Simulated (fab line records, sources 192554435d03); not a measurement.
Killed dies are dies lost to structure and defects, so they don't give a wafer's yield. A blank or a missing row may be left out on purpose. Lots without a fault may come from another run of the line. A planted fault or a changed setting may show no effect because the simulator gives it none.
Split-lot experiment | flow n5_finfet | 7 lots, 21 wafers read, on a route of 1938 steps

THE SPLIT
At N5_FIN_SAQP_ETCH_65 (etches SiO2 in CF4, target depth 4 nm, time 4.4 s), the setting time_s was moved away from the recipe's 4.4 s on 4 of the 21 wafers read, by -21.2% to +17.0%. The other wafers ran this setting at the recipe's value.

The reading is taken at the split's own step.

THE READING
etch.depth_nm (the simulator's own value, which no gauge read), in nm, at N5_FIN_SAQP_ETCH_65 (etches SiO2 in CF4, target depth 4 nm, time 4.4 s). The file gives no usual value for it. The 17 wafers here that ran the recipe average 3.962 nm, standard deviation 0.044 nm.

wafer  | tool, chamber at the split | time_s as run, s | against the recipe | etch.depth_nm, nm | against lot-mates on the recipe
L074.1 | rie_si-03, 0               | 5.146            | +17.0%             | 4.633             | +0.674
L074.3 | rie_si-03, 2               | 4.4              | recipe             | 3.959             | -
L074.4 | rie_si-03, 3               | 5.146            | +17.0%             | 4.625             | +0.666
L077.2 | rie_si-02, 2               | 4.4              | recipe             | 3.936             | -
L077.3 | rie_si-02, 3               | 4.4              | recipe             | 3.979             | -
L077.6 | rie_si-02, 1               | 4.4              | recipe             | 3.99              | -
L078.1 | rie_si-02, 1               | 4.4              | recipe             | 3.905             | -
L078.2 | rie_si-02, 2               | 4.4              | recipe             | 3.869             | -
L078.6 | rie_si-02, 0               | 4.4              | recipe             | 3.94              | -
L080.2 | rie_si-01, 2               | 4.4              | recipe             | 3.936             | -
L080.3 | rie_si-01, 0               | 4.4              | recipe             | 3.933             | -
L080.5 | rie_si-01, 1               | 4.038            | -8.2%              | 3.604             | -0.330
L082.2 | rie_si-02, 3               | 4.4              | recipe             | 3.981             | -
L082.3 | rie_si-02, 0               | 4.4              | recipe             | 4.011             | -
L082.5 | rie_si-02, 2               | 4.4              | recipe             | 3.897             | -
L086.1 | rie_si-01, 2               | 4.4              | recipe             | 4.022             | -
L086.5 | rie_si-01, 0               | 4.4              | recipe             | 4.005             | -
L086.6 | rie_si-01, 1               | 4.4              | recipe             | 4.018             | -
L095.1 | rie_si-03, 0               | 3.468            | -21.2%             | 3.09              | -0.897
L095.3 | rie_si-03, 2               | 4.4              | recipe             | 3.967             | -
L095.4 | rie_si-03, 1               | 4.4              | recipe             | 4.007             | -

THE FIT
A straight line over all 21 wafers: etch.depth_nm changes by +0.0404 nm for each +1% of time_s; r = +0.99; the points scatter about the line by 0.043 nm.
The same after taking each lot's own level away (the mean of its wafers on the recipe; 21 wafers): +0.0407 nm for each +1%; r = +1.00; scatter 0.027 nm.
On that fit, the largest move of time_s shifts the reading by 0.86 nm.
The lots' own levels span 3.9047 to 4.0150 nm, that is 2.5 times the standard deviation above.
So the lot-to-lot level changes the slope little: the two slopes agree.
Check: with one of the wafers moved furthest among these (-21.2%) left out of the fit, the line predicts -0.839 nm for it against its lot-mates. It came out at -0.897 nm against them.

OTHER SPLITS ON THESE WAFERS
These wafers also went through other splits before the reading. Each is held against what the fit with the lots' levels taken away leaves over:
other split on the same wafers | wafers away from the commonest value | r with etch.depth_nm (lot level and that fit taken away)
N5_WELL_APT_COAT_02 spin_rpm   | 8                                    | -0.02
N5_WELL_APT_PEB_06 peb_time_s  | 9                                    | +0.09
N5_WELL_APT_PEB_23 peb_time_s  | 7                                    | -0.05
N5_WELL_APT_DESCUM_30 time_s   | 5                                    | +0.01

THE FILE'S OWN FIT
etch.depth_nm changes by +0.0412 nm for each +1% of time_s, r = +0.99.
